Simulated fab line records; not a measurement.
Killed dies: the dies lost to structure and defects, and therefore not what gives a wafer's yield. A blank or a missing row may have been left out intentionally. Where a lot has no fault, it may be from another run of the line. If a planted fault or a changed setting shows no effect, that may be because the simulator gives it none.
Matching of chambers || flow n5 finfet || N5_BEOL_M13_ETCH_38 on rie diel-06: 4 sister chambers
The step etches SiCN in CF4/N2, target depth 67.5 nm, time 71.9 s. 8 wafers are shown with their chamber, then 8 later ones without.

## WAFERS WITH THEIR CHAMBER
{"wafer": "L076.1", "chamber": 2, "showerhead plenum p Torr (Torr)": 2.30, "throttle valve pct (%)": 15.36}
{"wafer": "L076.4", "chamber": 1, "showerhead plenum p Torr (Torr)": 2.09, "throttle valve pct (%)": 15.80}
{"wafer": "L078.2", "chamber": 1, "showerhead plenum p Torr (Torr)": 2.09, "throttle valve pct (%)": 15.80}
{"wafer": "L080.4", "chamber": 3, "showerhead plenum p Torr (Torr)": 2.15, "throttle valve pct (%)": 14.87}
{"wafer": "L082.1", "chamber": 3, "showerhead plenum p Torr (Torr)": 2.15, "throttle valve pct (%)": 14.89}
{"wafer": "L082.4", "chamber": 0, "showerhead plenum p Torr (Torr)": 2.22, "throttle valve pct (%)": 15.42}
{"wafer": "L082.5", "chamber": 2, "showerhead plenum p Torr (Torr)": 2.30, "throttle valve pct (%)": 15.37}
{"wafer": "L091.1", "chamber": 0, "showerhead plenum p Torr (Torr)": 2.21, "throttle valve pct (%)": 15.45}

## WAFERS WITH NO CHAMBER GIVEN
{"wafer": "L091.3", "showerhead plenum p Torr (Torr)": 2.35, "throttle valve pct (%)": 15.31}
{"wafer": "L091.6", "showerhead plenum p Torr (Torr)": 2.14, "throttle valve pct (%)": 14.92}
{"wafer": "L093.2", "showerhead plenum p Torr (Torr)": 2.29, "throttle valve pct (%)": 15.43}
{"wafer": "L093.3", "showerhead plenum p Torr (Torr)": 2.35, "throttle valve pct (%)": 15.31}
{"wafer": "L093.5", "showerhead plenum p Torr (Torr)": 2.35, "throttle valve pct (%)": 15.32}
{"wafer": "L095.1", "showerhead plenum p Torr (Torr)": 2.14, "throttle valve pct (%)": 14.94}
{"wafer": "L095.3", "showerhead plenum p Torr (Torr)": 2.29, "throttle valve pct (%)": 15.42}
{"wafer": "L095.6", "showerhead plenum p Torr (Torr)": 2.35, "throttle valve pct (%)": 15.32}

## CHAMBER TAKEN BY EACH
{"wafer": "L091.3", "from the rows above": 2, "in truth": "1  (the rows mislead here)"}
{"wafer": "L091.6", "from the rows above": 3, "in truth": 3}
{"wafer": "L093.2", "from the rows above": 2, "in truth": 2}
{"wafer": "L093.3", "from the rows above": 2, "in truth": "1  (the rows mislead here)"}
{"wafer": "L093.5", "from the rows above": 2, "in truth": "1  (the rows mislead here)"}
{"wafer": "L095.1", "from the rows above": 3, "in truth": 3}
{"wafer": "L095.3", "from the rows above": 2, "in truth": 2}
{"wafer": "L095.6", "from the rows above": 2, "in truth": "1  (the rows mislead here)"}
4 of 8 placed correctly. From these rows, 0 cannot be placed. 4 placed wrongly.
How it was worked out, from the rows above alone: a wafer's distance from a chamber is the root of the sum, over the readings, of the square of ((its reading less the chamber's mean) divided by the reading's scatter). If the next closest chamber is less than 2 further off than the closest, the wafer can't be placed; otherwise it belongs to the closest. Each chamber's mean is taken over the wafers shown for it. How the scatter is found: for the shown wafers, subtract from each reading the mean of its chamber, square and add these, divide the total by (wafers less chambers), then take the root.
